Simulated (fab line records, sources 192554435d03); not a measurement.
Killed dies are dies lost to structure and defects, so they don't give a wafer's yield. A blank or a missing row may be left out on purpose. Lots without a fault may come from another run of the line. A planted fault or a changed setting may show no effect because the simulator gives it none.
Split-lot experiment | flow n5_finfet | 7 lots, 21 wafers read, on a route of 1938 steps

THE SPLIT
At N5_BEOL_M10_COAT_22 (resist thk 90 nm), the setting spin_rpm was moved away from the recipe's 1500 rpm on 8 of the 21 wafers read, by -10.1% to +9.4%. The other wafers ran this setting at the recipe's value.

FROM THE SPLIT TO THE READING: what the file shows between them, 5 steps
- N5_BEOL_M10_EBR_24
- N5_BEOL_M10_SOFTBAKE_23: time 60 s
- N5_BEOL_M10_EXPOSE_25: exposes mask V9
- N5_BEOL_M10_PEB_26: peb time 60 s
- N5_BEOL_M10_DEVELOP_27: develop time 30 s

THE READING
CAR-ArF_of_BEOL_M10_COAT_22.thk_nm (the simulator's own value, which no gauge read), in nm, at N5_BEOL_M10_DESCUM_33 (chemistry O2, time 7.9 s). The file gives no usual value for it. The 13 wafers here that ran the recipe average 83.5 nm, standard deviation 0.26 nm.

wafer  | tool, chamber at the split | spin_rpm as run, rpm | against the recipe | CAR-ArF_of_BEOL_M10_COAT_22.thk_nm, nm | against lot-mates on the recipe
L079.3 | litho_track-01, 0          | 1500                 | recipe             | 83.6                                   | -
L079.5 | litho_track-01, 0          | 1500                 | recipe             | 83.6                                   | -
L079.6 | litho_track-01, 0          | 1500                 | recipe             | 84                                     | -
L085.2 | litho_track-03, 0          | 1641                 | +9.4%              | 79.4                                   | -4.2
L085.6 | litho_track-03, 0          | 1641                 | +9.4%              | 79.4                                   | -4.2
L085.5 | litho_track-03, 0          | 1500                 | recipe             | 83.6                                   | -
L084.1 | litho_track-04, 0          | 1500                 | recipe             | 83.4                                   | -
L084.2 | litho_track-04, 0          | 1348                 | -10.1%             | 88.2                                   | +4.8
L084.6 | litho_track-04, 0          | 1348                 | -10.1%             | 88.8                                   | +5.4
L091.1 | litho_track-01, 0          | 1565                 | +4.3%              | 81.8                                   | -1.4
L091.4 | litho_track-01, 0          | 1500                 | recipe             | 83.2                                   | -
L091.5 | litho_track-01, 0          | 1500                 | recipe             | 83.2                                   | -
L092.3 | litho_track-04, 0          | 1500                 | recipe             | 83.2                                   | -
L092.4 | litho_track-04, 0          | 1620                 | +8.0%              | 79.6                                   | -3.5
L092.5 | litho_track-04, 0          | 1500                 | recipe             | 83                                     | -
L096.2 | litho_track-04, 0          | 1500                 | recipe             | 83.4                                   | -
L096.3 | litho_track-04, 0          | 1500                 | recipe             | 83.4                                   | -
L096.4 | litho_track-04, 0          | 1565                 | +4.3%              | 81.6                                   | -1.8
L097.1 | litho_track-01, 0          | 1500                 | recipe             | 83.8                                   | -
L097.2 | litho_track-01, 0          | 1500                 | recipe             | 83.6                                   | -
L097.4 | litho_track-01, 0          | 1571                 | +4.7%              | 81.4                                   | -2.3

THE FIT
A straight line over all 21 wafers: CAR-ArF_of_BEOL_M10_COAT_22.thk_nm changes by -0.467 nm for each +1% of spin_rpm; r = -0.99; the points scatter about the line by 0.28 nm.
The same after taking each lot's own level away (the mean of its wafers on the recipe; 21 wafers): -0.469 nm for each +1%; r = -1.00; scatter 0.22 nm.
On that fit, the largest move of spin_rpm shifts the reading by 4.7 nm.
The lots' own levels span 83.10 to 83.73 nm, that is 2.4 times the standard deviation above.
So the lot-to-lot level changes the slope little: the two slopes agree.
Check: with one of the wafers moved furthest among these (-10.1%) left out of the fit, the line predicts +4.87 nm for it against its lot-mates. It came out at +4.8 nm against them.

THE WHOLE CHAIN: every reading that the file lists as answering this split, in the file's order
step                   | what it does             | reading                                                                             | change (the file's fit)               | r (the file's)
N5_BEOL_M10_COAT_22    | resist thk 90 nm         | CAR-ArF_of_BEOL_M10_COAT_22.thk_nm (the simulator's own value, which no gauge read) | -0.453 nm for each +1% of the setting | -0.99
N5_BEOL_M10_DEVELOP_27 | develop time 30 s        | CAR-ArF_of_BEOL_M10_COAT_22.thk_nm (the simulator's own value, which no gauge read) | -0.44 nm for each +1% of the setting  | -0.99
N5_BEOL_M10_DESCUM_33  | chemistry O2, time 7.9 s | CAR-ArF_of_BEOL_M10_COAT_22.thk_nm (the simulator's own value, which no gauge read) | -0.457 nm for each +1% of the setting | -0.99

THE FILE'S OWN FIT
CAR-ArF_of_BEOL_M10_COAT_22.thk_nm changes by -0.457 nm for each +1% of spin_rpm, r = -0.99.
